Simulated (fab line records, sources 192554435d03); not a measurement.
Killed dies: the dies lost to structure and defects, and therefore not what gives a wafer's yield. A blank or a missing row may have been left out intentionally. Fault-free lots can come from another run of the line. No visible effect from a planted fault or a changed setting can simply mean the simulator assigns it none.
2 desks looking at one fault -- flow n5 finfet -- numbers are kept per desk, each desk with only its own; the story behind them comes last

== AT THE METROLOGY DESK ==
What the gauges read, lot by lot, whatever tool the lot ran on: means of the sampled wafers that have a number. A lot is out of limits, marked OUT, if its mean lies more than 4 standard deviations from the usual mean; the brackets give that distance. It has 10 readings; the 7 that lie furthest out on some lot are the ones shown.
Columns: A = DIBL_N at N5_BEOL_M4_RC_MEAS_101, usual 36.4 mV/V; B = DIBL_P at N5_BEOL_M4_RC_MEAS_101, usual 36.4 mV/V; C = IOFF_P at N5_BEOL_M4_RC_MEAS_101, usual 0.21 nA/um; D = ION_N at N5_BEOL_M4_RC_MEAS_101, usual 680 uA/um; E = ION_P at N5_BEOL_M4_RC_MEAS_101, usual 465 uA/um; F = SS_P at N5_BEOL_M4_RC_MEAS_101, usual 73.2 mV/dec; G = VT_P at N5_BEOL_M4_RC_MEAS_101, usual -250 mV
lot,first seen here,A,B,C,D,E,F,G
L651,day 8 13:37,36.4,37.9,0.25,688,472,73.8,-249
L654,day 9 17:30,36.7,37.3,0.20,674,459,73.7,-252
L653,day 9 21:58,35.4,37.2,0.19,673,456,73.8,-254
L655,day 9 22:27,35.5,34.5,0.21,681,471,73.1,-247
L658,day 10 02:14,38.3,39.3,0.24,693,474,73.8,-249
L659,day 10 04:45,36.4,34.8,0.21,678,467,72.8,-248
L664,day 11 20:44,33.8,34.6,0.18,663,461,72.5,-251
L671,day 13 18:07,36.1,35.4,0.21,674,471,73.2,-250
Result from this desk: across the 8 lots, nothing is out of limits.

== DESK OF THE TOOL OWNER: rie diel-02 ==
The tool's own readings at N5_MOL_CONTACT_COAG_ETCH_67 (etches SOC in N2/H2, target depth 60 nm, overetch 21 nm, time 101.2 s): means of the sampled wafers that have a number, for each lot that ran on this tool. A lot is out of limits, marked OUT, if its mean lies more than 4 standard deviations from the usual mean; the brackets give that distance.
Columns: A = chamber pressure mTorr at N5_MOL_CONTACT_COAG_ETCH_67, usual 30.00 mTorr; B = drypump motor current A at N5_MOL_CONTACT_COAG_ETCH_67, usual 5.7 A; C = oes product au at N5_MOL_CONTACT_COAG_ETCH_67, usual 0.65 a.u.; D = rf fwd power W at N5_MOL_CONTACT_COAG_ETCH_67, usual 835.1 W; E = rf vpp V at N5_MOL_CONTACT_COAG_ETCH_67, usual 523.8 V; F = showerhead plenum p Torr at N5_MOL_CONTACT_COAG_ETCH_67, usual 2.54 Torr; G = throttle valve pct at N5_MOL_CONTACT_COAG_ETCH_67, usual 17.9 %
lot,first seen here,A,B,C,D,E,F,G
L651,day 5 17:27,29.99,5.2,0.62,836.5,524.2,2.58,18.3
L653,day 6 14:22,30.02,5.6,0.62,1036.9 (+72) OUT,487.3 (-18) OUT,2.54,18.2
L654,day 6 15:28,30.00,5.7,0.62,1036.9 (+72) OUT,488.1 (-18) OUT,2.57,18.2
This desk's verdict: out of limits on L653, L654, starting with L653 at day 6 14:22 (rf fwd power W at N5_MOL_CONTACT_COAG_ETCH_67). Within limits: L651.

== TAKEN TOGETHER ==
An alarm could have come from the tool owner's desk at day 6 14:22, on L653, L654.
Metrology desk: nothing out of limits seen.
The metrology desk holds a record of L653, L654, inside its limits.
N5_MOL_CONTACT_COAG_ETCH_67 was run on rie diel-02 by each of the lots named.

== WHAT HAD BEEN PUT IN BY THE SIMULATOR ==
Process parameter drift: rie diel-02, from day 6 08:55 on, at N5_MOL_CONTACT_COAG_ETCH_67. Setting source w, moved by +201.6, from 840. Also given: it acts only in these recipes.
Struck lots among those shown: L653, L654.
Delay in hours, fault start to first out-of-limits reading, by desk: the tool owner's desk at 5.
